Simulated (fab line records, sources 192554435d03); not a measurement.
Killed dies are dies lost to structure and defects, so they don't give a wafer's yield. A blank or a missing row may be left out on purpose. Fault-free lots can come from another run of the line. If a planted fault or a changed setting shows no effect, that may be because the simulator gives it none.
What tool caused it? + flow n5Finfet + 72 wafers from 24 lots sampled at 4 of the route's 1938 steps

WHAT EACH GAUGE READ, for each wafer
N5_BEOL_M3_THK_MEAS_53: measures by xrf.
| lot  | measured     | on           | M3_THK (nm)    |
|------|--------------|--------------|----------------|
| L074 | day 7 08:25  | filmMetro-01 | 40.8 39.7 40.6 |
| L075 | day 8 02:55  | filmMetro-01 | 38.2 37.9 39.6 |
| L077 | day 8 03:22  | filmMetro-02 | 37.2 37.0 37.1 |
| L076 | day 8 07:38  | filmMetro-02 | 40.2 40.6 40.4 |
| L078 | day 8 14:40  | filmMetro-02 | 38.9 37.7 39.4 |
| L079 | day 8 17:25  | filmMetro-01 | 39.5 37.4 39.4 |
| L080 | day 9 01:40  | filmMetro-02 | 40.9 40.9 38.3 |
| L081 | day 9 16:00  | filmMetro-01 | 39.4 39.7 40.7 |
| L082 | day 9 15:50  | filmMetro-01 | 39.1 39.4 40.0 |
| L083 | day 9 17:40  | filmMetro-01 | 38.5 42.0 39.5 |
| L084 | day 9 20:20  | filmMetro-02 | 37.5 38.3 38.9 |
| L085 | day 10 14:49 | filmMetro-02 | 38.4 40.3 38.4 |
| L087 | day 11 03:58 | filmMetro-01 | 40.6 38.3 40.7 |
| L088 | day 11 06:41 | filmMetro-02 | 39.8 41.8 40.7 |
| L086 | day 11 08:06 | filmMetro-01 | 39.8 37.5 40.8 |
| L089 | day 11 11:37 | filmMetro-02 | 38.9 37.2 37.5 |
| L090 | day 11 16:18 | filmMetro-01 | 36.9 39.6 40.1 |
| L092 | day 11 18:16 | filmMetro-02 | 37.6 38.2 39.1 |
| L091 | day 11 19:00 | filmMetro-02 | 37.2 39.4 38.8 |
| L093 | day 12 14:29 | filmMetro-02 | 38.5 41.9 39.3 |
| L094 | day 13 05:08 | filmMetro-01 | 39.4 37.6 40.8 |
| L096 | day 13 07:34 | filmMetro-01 | 37.6 39.6 39.1 |
| L095 | day 13 09:17 | filmMetro-02 | 36.8 38.0 39.6 |
| L097 | day 13 11:38 | filmMetro-01 | 41.1 40.1 40.6 |

WHAT TOOL EACH LOT RAN ON (gives the tool, then ch and the chambers of the sampled wafers, and finally the start)
| lot  | N5_BEOL_M3_ALD_84                  | N5_BEOL_M3_SPUTTER_48       | N5_BEOL_M3_ANNEAL_51            |
|------|------------------------------------|-----------------------------|---------------------------------|
| L074 | aldMetal-02 ch 1,2, day 7 05:25    | pvdSputter-01, day 7 05:52  | rtpAnneal-01 ch 0, day 7 07:52  |
| L075 | aldMetal-04 ch 1,2,3, day 7 22:19  | pvdSputter-02, day 8 00:22  | rtpAnneal-02 ch 0, day 8 02:22  |
| L077 | aldMetal-01 ch 1,2,3, day 7 22:38  | pvdSputter-01, day 8 00:49  | rtpAnneal-01 ch 0, day 8 02:47  |
| L076 | aldMetal-02 ch 0,3, day 8 04:32    | pvdSputter-03, day 8 05:05  | rtpAnneal-02 ch 0, day 8 07:08  |
| L078 | aldMetal-04 ch 0,1,3, day 8 09:46  | pvdSputter-03, day 8 12:07  | rtpAnneal-02 ch 0, day 8 14:04  |
| L079 | aldMetal-02 ch 0,2, day 8 14:17    | pvdSputter-02, day 8 14:51  | rtpAnneal-02 ch 0, day 8 16:48  |
| L080 | aldMetal-04 ch 0,3, day 8 22:25    | pvdSputter-02, day 8 23:07  | rtpAnneal-01 ch 0, day 9 01:12  |
| L081 | aldMetal-04 ch 0,1,3, day 9 12:46  | pvdSputter-02, day 9 13:20  | rtpAnneal-02 ch 0, day 9 15:27  |
| L082 | aldMetal-01 ch 0,1,3, day 9 12:49  | pvdSputter-01, day 9 13:16  | rtpAnneal-01 ch 0, day 9 15:20  |
| L083 | aldMetal-02 ch 1,2, day 9 13:11    | pvdSputter-01, day 9 15:07  | rtpAnneal-02 ch 0, day 9 17:04  |
| L084 | aldMetal-04 ch 0,2,3, day 9 17:13  | pvdSputter-01, day 9 17:47  | rtpAnneal-02 ch 0, day 9 19:48  |
| L085 | aldMetal-01 ch 0,1, day 10 11:13   | pvdSputter-01, day 10 11:55 | rtpAnneal-02 ch 0, day 10 14:18 |
| L087 | aldMetal-04 ch 0,1, day 10 23:02   | pvdSputter-01, day 11 01:16 | rtpAnneal-01 ch 0, day 11 03:13 |
| L088 | aldMetal-01 ch 0,1,3, day 11 03:31 | pvdSputter-01, day 11 04:09 | rtpAnneal-02 ch 0, day 11 06:06 |
| L086 | aldMetal-01 ch 0,1,3, day 11 05:03 | pvdSputter-03, day 11 05:33 | rtpAnneal-02 ch 0, day 11 07:33 |
| L089 | aldMetal-04 ch 1,2,3, day 11 08:25 | pvdSputter-01, day 11 09:03 | rtpAnneal-01 ch 0, day 11 11:00 |
| L090 | aldMetal-04 ch 0,1,3, day 11 11:43 | pvdSputter-03, day 11 13:45 | rtpAnneal-01 ch 0, day 11 15:43 |
| L092 | aldMetal-04 ch 0,3, day 11 15:07   | pvdSputter-03, day 11 15:43 | rtpAnneal-01 ch 0, day 11 17:43 |
| L091 | aldMetal-02 ch 1,2,3, day 11 15:49 | pvdSputter-01, day 11 16:26 | rtpAnneal-01 ch 0, day 11 18:23 |
| L093 | aldMetal-04 ch 0,1, day 12 11:01   | pvdSputter-03, day 12 11:56 | rtpAnneal-01 ch 0, day 12 13:56 |
| L094 | aldMetal-04 ch 0,1,3, day 13 01:30 | pvdSputter-02, day 13 02:12 | rtpAnneal-02 ch 0, day 13 04:35 |
| L096 | aldMetal-01 ch 1,2, day 13 04:32   | pvdSputter-03, day 13 05:01 | rtpAnneal-01 ch 0, day 13 07:04 |
| L095 | aldMetal-04 ch 2,3, day 13 04:41   | pvdSputter-01, day 13 06:37 | rtpAnneal-01 ch 0, day 13 08:47 |
| L097 | aldMetal-04 ch 0,1, day 13 07:55   | pvdSputter-02, day 13 08:41 | rtpAnneal-01 ch 0, day 13 11:04 |
- N5_BEOL_M3_ALD_84: deposits TaN, pulse time 2 s, purge time 3 s, co reactant purge time 2 s.
- N5_BEOL_M3_SPUTTER_48: material Cu, target thk 4.5 nm, time 8.29 s.
- N5_BEOL_M3_ANNEAL_51: time 90 s.

AS READ BY THE TOOLS THEMSELVES (means over the sampled wafers that have a number; for cases with no such wafer, the mark the record gives instead)
N5_BEOL_M3_ALD_84.
| lot  | tool        | heaterPowerW (W) |
|------|-------------|------------------|
| L074 | aldMetal-02 | 426              |
| L075 | aldMetal-04 | 397              |
| L077 | aldMetal-01 | 391              |
| L076 | aldMetal-02 | 380              |
| L078 | aldMetal-04 | 370              |
| L079 | aldMetal-02 | 428              |
| L080 | aldMetal-04 | 389              |
| L081 | aldMetal-04 | 367              |
| L082 | aldMetal-01 | 449              |
| L083 | aldMetal-02 | 429              |
| L084 | aldMetal-04 | 400              |
| L085 | aldMetal-01 | 482              |
| L087 | aldMetal-04 | 349              |
| L088 | aldMetal-01 | 445              |
| L086 | aldMetal-01 | 444              |
| L089 | aldMetal-04 | 401              |
| L090 | aldMetal-04 | 366              |
| L092 | aldMetal-04 | 388              |
| L091 | aldMetal-02 | 400              |
| L093 | aldMetal-04 | 344              |
| L094 | aldMetal-04 | 373              |
| L096 | aldMetal-01 | 355              |
| L095 | aldMetal-04 | 412              |
| L097 | aldMetal-04 | 354              |

N5_BEOL_M3_SPUTTER_48.
| lot  | tool          | chuckSensorTempC (C) | throttleValvePct (%) |
|------|---------------|----------------------|----------------------|
| L074 | pvdSputter-01 | -15.6                | 30.9                 |
| L075 | pvdSputter-02 | -15.8                | 28.4                 |
| L077 | pvdSputter-01 | -16.2                | 30.1                 |
| L076 | pvdSputter-03 | -15.7                | 29.1                 |
| L078 | pvdSputter-03 | -15.9                | 29.7                 |
| L079 | pvdSputter-02 | -15.6                | 28.8                 |
| L080 | pvdSputter-02 | -15.8                | 28.9                 |
| L081 | pvdSputter-02 | -15.8                | 28.9                 |
| L082 | pvdSputter-01 | -15.8                | 31.1                 |
| L083 | pvdSputter-01 | -16.3                | 29.9                 |
| L084 | pvdSputter-01 | -16.4                | 30.2                 |
| L085 | pvdSputter-01 | -15.8                | 31.1                 |
| L087 | pvdSputter-01 | -15.9                | 29.8                 |
| L088 | pvdSputter-01 | -16.3                | 29.5                 |
| L086 | pvdSputter-03 | -16.2                | 29.6                 |
| L089 | pvdSputter-01 | -16.1                | 30.0                 |
| L090 | pvdSputter-03 | -16.3                | 29.5                 |
| L092 | pvdSputter-03 | -15.9                | 29.7                 |
| L091 | pvdSputter-01 | -16.1                | 30.1                 |
| L093 | pvdSputter-03 | -16.3                | 30.5                 |
| L094 | pvdSputter-02 | -15.7                | 29.0                 |
| L096 | pvdSputter-03 | -16.0                | 29.6                 |
| L095 | pvdSputter-01 | -15.4                | 30.6                 |
| L097 | pvdSputter-02 | -15.9                | 28.9                 |

N5_BEOL_M3_ANNEAL_51.
| lot  | tool         | wafer_temp_C_max |
|------|--------------|------------------|
| L074 | rtpAnneal-01 | 225.70           |
| L075 | rtpAnneal-02 | 225.45           |
| L077 | rtpAnneal-01 | 225.42           |
| L076 | rtpAnneal-02 | 225.63           |
| L078 | rtpAnneal-02 | 225.72           |
| L079 | rtpAnneal-02 | 225.49           |
| L080 | rtpAnneal-01 | 225.46           |
| L081 | rtpAnneal-02 | 225.93           |
| L082 | rtpAnneal-01 | 225.83           |
| L083 | rtpAnneal-02 | 225.77           |
| L084 | rtpAnneal-02 | 225.81           |
| L085 | rtpAnneal-02 | 225.59           |
| L087 | rtpAnneal-01 | 225.76           |
| L088 | rtpAnneal-02 | 225.60           |
| L086 | rtpAnneal-02 | 225.75           |
| L089 | rtpAnneal-01 | 225.56           |
| L090 | rtpAnneal-01 | 225.56           |
| L092 | rtpAnneal-01 | 225.68           |
| L091 | rtpAnneal-01 | 225.56           |
| L093 | rtpAnneal-01 | 225.57           |
| L094 | rtpAnneal-02 | 225.78           |
| L096 | rtpAnneal-01 | 225.57           |
| L095 | rtpAnneal-01 | 225.55           |
| L097 | rtpAnneal-01 | 225.45           |

THE ANSWER, worked out from the rows above alone
Rule: the usual values come from the lots themselves. Put in order of their means at a reading, lots are off if they are a third of the lots or fewer, leave a main group of 4 or more, and stand apart from it by a gap of 3 or more times the standard deviation of the main group's means; of several such gaps the widest counts. Not used: any main group whose means are identical at the precision the tables above print for the reading. A lot without any number at a reading at which 4 lots or more have one is off too. Any other lot the step has rows for is counted as sound. After the gauges, taken in route order, come the tools' own readings; for these a lot's mean is taken, as printed above. The first step at which some lot is off is used, and at that step the reading that is off furthest; a lot without a number counts as furthest.
Nothing can be told from this: no lot is off at any reading shown.

WHAT WAS PUT IN BY THE SIMULATOR
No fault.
